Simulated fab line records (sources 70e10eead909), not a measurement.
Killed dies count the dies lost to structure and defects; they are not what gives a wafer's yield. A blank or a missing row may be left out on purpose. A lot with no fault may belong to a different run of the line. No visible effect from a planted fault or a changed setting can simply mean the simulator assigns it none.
fab line records	flow nand_harc
record lots=14	wafers=39	last_day=24
route steps=1159 shown P_GATE@215 P_CONTACT@219 END@1159
lots that met no fault: from a run of the same line without faults
start_h: hours from the record's opening day to when the first of the lot's shown wafers began	wait_h: hours from the lot's prior step to this one	" repeats the value in the row above	L1.1+2: one row covering several wafers at once	- either no value or no given start	* or withheld: withheld	< > ~ a bound
route shown NAME@n: NAME is a module with steps in the file, n the number in the route of the first one	usual: average and standard deviation across the fault-free wafers	same: alike in all rows	chamber/n: place in a boat	sites: the reading at each site	_std_site: how widely they spread, as a standard deviation	_edge_site: outer sites' mean less inner sites'	radius_mm: for every site, how far away it sits from the centre of the wafer	mask NAME#n: copy n	behind: the tool/chamber that last shaped the wafer	hold: why the lot went on hold/how many hours it stayed there/how the hold came to an end	device: the n, p or np transistor that did not switch	end of line: tests of these same wafers at the route's end	where a step has no rows: the recipe by itself	killed: not the wafer's yield, but the dies lost to structure and defects at the first sort	map: a wafer's dies, marking killed ones x, the rest . and places with no die _
set.NAME: setting as actually run; set.NAME@STEP: the setting as run at that earlier step	model.NAME: the simulator's own value behind a step, which no gauge read
route steps across a sampled set of lots; one table per step, one row per wafer
services: a tool's chamber out of use, with start hour (start_h, from the record's first day; less than 0 if before it), hours out, and reason
## steps
# step NHARC_P_GATE_RTA_82
# recipe temp_c=450	time_s=30
# usual lamp_power_pct=3.72/0.24	lamp_zone_4_pct=3.72/0.24	wafer_temp_C_max=452.3/1
lot.wafer	tool	chamber	start_h	wait_h	lamp_power_pct	lamp_zone_4_pct	wafer_temp_C_max
L553.1	rtp_anneal-02	0	112.00	-	3.48	3.48	451.1
L553.2	"	0	"	"	3.48	3.47	450.8
L553.6	"	0	"	"	3.47	3.47	450.6
L552.3	rtp_anneal-01	0	112.79	-	3.97	3.97	454.2
L552.4	"	0	"	"	3.97	3.96	453.4
L552.5	"	0	"	"	3.97	3.96	453.4
L555.1	rtp_anneal-01	0	127.78	-	3.96	3.97	453.5
L555.3	"	0	"	"	3.96	3.97	454.3
L555.6	"	0	"	"	3.97	3.96	453.5
L556.1	rtp_anneal-02	0	139.71	-	3.48	3.48	451.1
L556.3	"	0	"	"	3.48	3.48	451.1
L556.5	"	0	"	"	3.48	3.48	450.9
L557.1	rtp_anneal-02	0	145.97	-	3.48	3.48	451.5
L557.4	"	0	"	"	3.48	3.48	452.0
L557.5	"	0	"	"	3.48	3.48	451.1
L560.1	rtp_anneal-01	0	159.20	-	3.96	3.96	452.9
L560.2	"	0	"	"	3.97	3.97	453.9
L560.5	"	0	"	"	3.97	3.97	452.9
L559.1	rtp_anneal-01	0	159.84	-	3.96	3.97	452.5
L559.2	"	0	"	"	3.96	3.97	452.7
L559.4	"	0	"	"	3.97	3.97	453.4
L561.3	rtp_anneal-02	0	168.39	-	3.48	3.48	451.2
L561.4	"	0	"	"	3.48	3.48	451.7
L561.5	"	0	"	"	3.48	3.48	451.3
L566.4	rtp_anneal-02	0	197.56	-	3.47	3.48	450.6
L566.6	"	0	"	"	3.48	3.48	451.6
L567.2	rtp_anneal-01	0	207.77	-	3.97	3.96	453.8
L567.4	"	0	"	"	3.97	3.97	452.3
L568.2	rtp_anneal-01	0	209.71	-	3.97	3.97	453.4
L568.6	"	0	"	"	3.96	3.97	453.6
L571.2	rtp_anneal-01	0	228.76	-	3.97	3.97	453.8
L571.4	"	0	"	"	3.97	3.97	453.8
L571.6	"	0	"	"	3.97	3.97	453.3
L574.1	rtp_anneal-01	0	236.72	-	3.97	3.96	453.3
L574.2	"	0	"	"	3.97	3.96	453.3
L574.5	"	0	"	"	3.97	3.97	453.3
L573.3	rtp_anneal-02	0	237.67	-	3.48	3.48	451.6
L573.4	"	0	"	"	3.48	3.48	451.5
L573.5	"	0	"	"	3.48	3.48	451.5
# step NHARC_P_CONTACT_CMP_01
# recipe target_thk_nm=200	material=SiO2
# usual motor_current_A=11.8/1.1
lot.wafer	tool	chamber	start_h	wait_h	motor_current_A
L553.1	cmp-03	2	112.98	-	13.4
L553.2	"	1	"	"	11.2
L553.6	"	2	"	"	13.1
L552.3	cmp-03	3	113.74	-	12.5
L552.4	"	0	"	"	10.9
L552.5	"	0	"	"	10.6
L555.1	cmp-01	3	128.76	-	11.7
L555.3	"	0	"	"	11.5
L555.6	"	3	"	"	11.8
L556.1	cmp-01	2	140.81	-	11.5
L556.3	"	3	"	"	11.5
L556.5	"	0	"	"	11.9
L557.4	cmp-03	0	147.22	0.4	10.4
L557.1	"	2	"	"	13.5
L557.5	"	3	"	"	12.6
L560.2	cmp-01	2	160.17	-	11.0
L560.1	"	3	"	"	11.6
L560.5	"	2	"	"	11.5
L559.1	cmp-03	2	160.82	-	13.8
L559.4	"	3	"	"	12.0
L559.2	"	1	"	"	11.1
L561.3	cmp-01	3	169.34	-	11.6
L561.4	"	1	"	"	12.6
L561.5	"	2	"	"	11.5
L566.4	cmp-03	0	198.59	-	11.3
L566.6	"	0	"	"	10.2
L567.4	cmp-03	3	208.74	-	12.7
L567.2	"	0	"	"	10.9
L568.2	cmp-04	2	210.71	-	12.7
L568.6	"	0	"	"	13.6
L571.4	cmp-03	2	229.76	-	13.5
L571.2	"	3	"	"	12.0
L571.6	"	0	"	"	10.2
L574.1	cmp-04	1	237.69	-	11.1
L574.2	"	3	"	"	10.8
L574.5	"	2	"	"	12.7
L573.4	cmp-04	0	238.95	-	14.2
L573.3	"	2	"	"	12.5
L573.5	"	3	"	"	10.4
# step NHARC_P_CONTACT_INSPECT_14
# usual raw_defect_count=3.4/2
lot.wafer	tool	chamber	start_h	wait_h	raw_defect_count
L553.1	defect_inspect-02	-	113.94	0.0	1
L553.2	"	-	"	"	2
L553.6	"	-	"	"	1
L552.3	defect_inspect-01	-	114.70	0.0	4
L552.4	"	-	"	"	6
L552.5	"	-	"	"	2
L555.1	defect_inspect-02	-	129.73	0.0	4
L555.3	"	-	"	"	2
L555.6	"	-	"	"	4
L556.1	defect_inspect-01	-	141.72	0.0	3
L556.3	"	-	"	"	5
L556.5	"	-	"	"	1
L557.1	defect_inspect-01	-	148.15	0.0	3
L557.4	"	-	"	"	4
L557.5	"	-	"	"	5
L560.1	defect_inspect-02	-	161.14	0.0	3
L560.2	"	-	"	"	3
L560.5	"	-	"	"	2
L559.1	defect_inspect-01	-	161.66	0.0	7
L559.2	"	-	"	"	2
L559.4	"	-	"	"	5
L561.3	defect_inspect-01	-	170.15	0.0	2
L561.4	"	-	"	"	6
L561.5	"	-	"	"	5
L566.4	defect_inspect-01	-	199.56	0.0	2
L566.6	"	-	"	"	1
L567.2	defect_inspect-02	-	209.69	0.0	7
L567.4	"	-	"	"	5
L568.2	defect_inspect-01	-	211.62	0.0	2
L568.6	"	-	"	"	2
L571.2	defect_inspect-01	-	230.66	0.0	7
L571.4	"	-	"	"	1
L571.6	"	-	"	"	5
L574.1	defect_inspect-01	-	238.52	0.0	1
L574.2	"	-	"	"	3
L574.5	"	-	"	"	2
L573.3	defect_inspect-02	-	239.90	0.1	3
L573.4	"	-	"	"	3
L573.5	"	-	"	"	3
# step NHARC_P_CONTACT_ETCH_31
# recipe target_depth_a=300	time_s=85.7	ion_energy_ev=120	over_etch_frac=1	ch3f_flow_sccm=50	o2_flow_sccm=30	ar_flow_sccm=200	rf_w=500	bias_w=100	chemistry=CH3F/O2
# usual drypump_motor_current_A=5.7/0.53	oes_product_au=0.978/0.013	rf_fwd_power_W=496.4/1.5	rf_vpp_V=244.1/1.5	run_length_s=107.2/0.41	showerhead_plenum_p_Torr=2.45/0.091	throttle_valve_pct=20.664/0.009
lot.wafer	tool	chamber	start_h	wait_h	drypump_motor_current_A	oes_product_au	rf_fwd_power_W	rf_hours_counter_h	rf_vpp_V	run_length_s	showerhead_plenum_p_Torr	throttle_valve_pct
L553.1	rie_diel-11	2	114.83	0.1	5.8	1.009	498.0	10	244.9	106.3	2.54	20.660
L553.2	"	3	"	"	5.8	0.987	497.2	10	244.8	107.2	2.51	20.668
L553.6	"	3	"	"	5.8	0.992	497.1	-	243.6	107.0	2.51	20.670
L552.3	rie_diel-11	2	115.68	-	5.8	0.963	495.2	10	245.7	106.3	2.54	20.664
L552.4	"	0	"	"	6.5	0.959	494.3	-	242.1	107.6	2.33	20.659
L552.5	"	2	"	"	5.8	0.973	500.2	-	244.2	106.4	2.54	20.665
L555.1	rie_diel-11	0	130.68	-	6.6	0.981	496.8	14	243.4	107.7	2.33	20.684
L555.3	"	2	"	"	5.8	0.989	494.4	13	245.8	106.6	2.54	20.666
L555.6	"	0	"	"	6.6	0.980	498.2	-	243.6	107.5	2.33	20.653
L556.1	rie_diel-07	2	142.52	-	5.4	1.005	498.8	8	242.7	107.7	2.39	20.667
L556.3	"	1	"	"	5.0	0.983	498.0	8	242.4	107.0	2.35	20.666
L556.5	"	2	"	"	5.4	0.995	497.7	-	243.4	107.7	2.39	20.663
L557.1	rie_diel-07	0	148.96	-	6.3	0.977	496.7	8	244.9	106.9	2.57	20.645
L557.4	"	3	"	"	5.3	0.964	495.2	9	245.1	107.0	2.50	20.673
L557.5	"	0	"	"	6.3	0.976	496.8	-	245.2	107.0	2.57	20.660
L560.1	rie_diel-07	0	161.94	-	6.3	0.978	496.9	9	246.4	107.3	2.57	20.652
L560.2	"	2	"	"	5.3	0.982	496.3	10	244.6	107.4	2.39	20.670
L560.5	"	0	"	"	6.3	0.974	497.3	-	246.0	106.9	2.57	20.666
L559.1	rie_diel-11	1	162.47	-	5.7	0.951	496.8	13	244.5	107.2	2.48	20.669
L559.4	"	2	"	"	5.8	0.977	494.0	16	245.7	106.3	2.54	20.668
L559.2	"	3	"	"	5.8	0.972	499.2	16	246.4	107.4	2.51	20.678
L561.4	rie_diel-07	1	170.95	-	4.9	0.987	493.5	11	242.0	107.2	2.35	20.654
L561.3	"	2	"	"	5.4	0.982	496.1	11	244.3	107.4	2.39	20.666
L561.5	"	2	"	"	5.4	0.968	497.7	-	242.1	107.9	2.39	20.665
L566.4	rie_diel-07	1	200.39	-	4.9	0.992	-	13	241.0	60.0	2.35	20.664
L566.6	"	3	"	"	5.3	0.959	-	-	247.7	59.5	2.50	20.657
L567.4	rie_diel-07	1	210.50	-	4.9	0.991	-	15	241.6	59.9	2.35	20.654
L567.2	"	2	"	"	5.4	0.992	496.7	15	244.5	107.4	2.39	20.652
L568.2	rie_diel-07	1	212.49	-	5.0	1.008	497.4	15	242.8	107.1	2.35	20.670
L568.6	"	0	"	"	6.3	0.978	-	-	244.7	59.7	2.57	20.650
L571.4	rie_diel-11	0	231.47	-	6.6	0.986	494.9	4	243.0	107.0	2.33	20.663
L571.2	"	2	"	"	5.8	0.984	495.7	4	244.0	106.5	2.53	20.676
L571.6	"	3	"	"	5.8	0.972	495.8	-	244.3	107.5	2.50	20.659
L574.2	rie_diel-06	3	239.33	-	6.0	0.980	497.7	56	242.0	106.8	2.30	20.667
L574.1	"	0	"	"	5.1	0.974	498.5	54	242.4	107.1	2.38	20.655
L574.5	"	2	"	"	5.5	0.999	493.8	-	242.3	106.8	2.28	20.656
L573.3	rie_diel-11	3	240.83	-	5.8	0.966	497.6	5	243.5	107.1	2.50	20.669
L573.4	"	0	"	"	6.6	0.974	499.2	-	241.7	107.1	2.33	20.642
L573.5	"	2	"	"	5.8	0.977	496.8	-	246.7	107.0	2.53	20.677
# step NHARC_END_SORT_01
# recipe temp_c=25
# usual killed_at_array=27/11	killed_at_other=0.6/0.89	killed_at_periphery=3.0/2.4	killed_dies=31/12	killed_open=3.2/1.6	killed_short=2.0/1.5
# same gross_dies=677
lot.wafer	tool	chamber	start_h	wait_h	killed_at_array	killed_at_other	killed_at_periphery	killed_dies	killed_open	killed_short
L566.4	prober-02	0	519.34	3.4	30	0	113	143	5	1
L566.6	prober-02	0	520.96	4.0	22	1	109	132	2	4
L567.2	prober-01	0	548.47	2.8	64	0	7	71	3	4
L567.4	prober-01	0	550.07	3.4	45	0	103	148	6	4
# killed by level:class
L566.4 P_CONTACT:area_etch=113 A_CHANNEL_HOLE_D1:chamber_film_flake=14 A_STAIRCASE:chamber_film_flake=7 A_CONTACT:geometric_particle:open=3 A_CONTACT:chamber_film_flake=2 A_ONON_D1:geometric_particle:open=1 A_WL_FILL:geometric_particle:short=1 A_M0:geometric_particle:open=1
L566.6 P_CONTACT:area_etch=106 A_CHANNEL_HOLE_D1:chamber_film_flake=15 P_CONTACT:geometric_particle:short=2 A_CONTACT:geometric_particle:open=2 A_STAIRCASE:chamber_film_flake=2 A_CONTACT:chamber_film_flake=2 P_M0:geometric_particle:short=1 STARTING-WAFER:geometric_particle:short=1
L567.2 A_CHANNEL_HOLE_D1:chamber_film_flake=24 A_SLIT:chamber_film_flake=21 A_CONTACT:chamber_film_flake=5 A_CHANNEL_FILL_D1:chamber_film_flake=4 P_M1:chamber_film_flake=2 P_M2:chamber_film_flake=2 A_STAIRCASE:chamber_film_flake=2 P_STI:geometric_particle:short=1
L567.4 P_CONTACT:area_etch=96 A_CHANNEL_HOLE_D1:chamber_film_flake=20 A_SLIT:chamber_film_flake=11 A_CONTACT:geometric_particle:short=3 P_GATE:chamber_film_flake=3 A_STAIRCASE:chamber_film_flake=3 P_M2:geometric_particle:open=2 P_M0:geometric_particle:open=1
## services
tool	chamber	start_h	hours	kind
rie_diel-11	1	91.16	33.1	repair
rie_diel-11	0	95.05	-	clean
rie_diel-11	2	95.05	-	clean
rie_diel-11	3	95.05	-	clean
cmp-04	-	103.66	1.4	repair
rie_diel-07	0	109.20	-	clean
cmp-01	-	121.33	1.1	repair
rie_diel-06	-	133.90	0.8	repair
cmp-01	-	137.35	0.7	repair
cmp-01	-	143.86	4.0	repair
rie_diel-06	1	145.27	9.8	repair
cmp-03	-	156.11	4.0	pm
cmp-03	-	160.11	-	consumable_replace:conditioner
cmp-03	-	160.11	-	consumable_replace:pad
cmp-01	-	171.43	2.1	repair
rie_diel-06	0	177.21	19.9	repair
cmp-01	-	179.63	4.0	pm
rie_diel-11	-	189.50	9.0	pm
cmp-03	-	192.59	2.0	repair
cmp-04	-	203.06	4.0	pm
cmp-03	-	213.87	0.9	repair
cmp-04	-	222.83	1.5	repair
rie_diel-06	3	225.42	3.6	repair
rie_diel-07	-	228.20	9.0	pm
## key
first_sign step=NHARC_P_CONTACT_ETCH_31	reading=run_length_s	direction=down	sigmas=99+	usual=*	struck=*
effect step=NHARC_END_SORT_01	reading=killed_at_periphery	direction=up	sigmas=44	usual=3.0	struck=108.3
more_kills_born_at NHARC_P_CONTACT_ETCH_31@rie_diel-07=315
met_at NHARC_P_CONTACT_ETCH_31
struck_lots L566,L567,L568
struck_wafers L566.4,L566.6,L567.4,L568.6
sort_left_out L568.6
tester_left_out L566,L567,L568
not_acting_at NHARC_P_GATE_RTA_82,NHARC_P_CONTACT_CMP_01,NHARC_P_CONTACT_INSPECT_14
onset_between 170.95 200.39
fault kind=process_parameter_drift	tool=rie_diel-07	chamber=-	onset_h=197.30	steps=NHARC_P_CONTACT_ETCH_31	channel=time_s	offset=*	shape=step	end_h=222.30	scope=struck_wafers_only	acts_in=*	stated=*
# tester_left_out: of these lots the tester's yield and bins aren't shown, on N5 and GAA mostly nor the transistor test; their killed dies are dies lost to structure and defects alone, not to doping, threshold or leakage, so they don't give the yield
# sort_left_out: the simulated sort isn't trusted on such a fault, so these wafers' sort isn't shown, and their yield isn't known
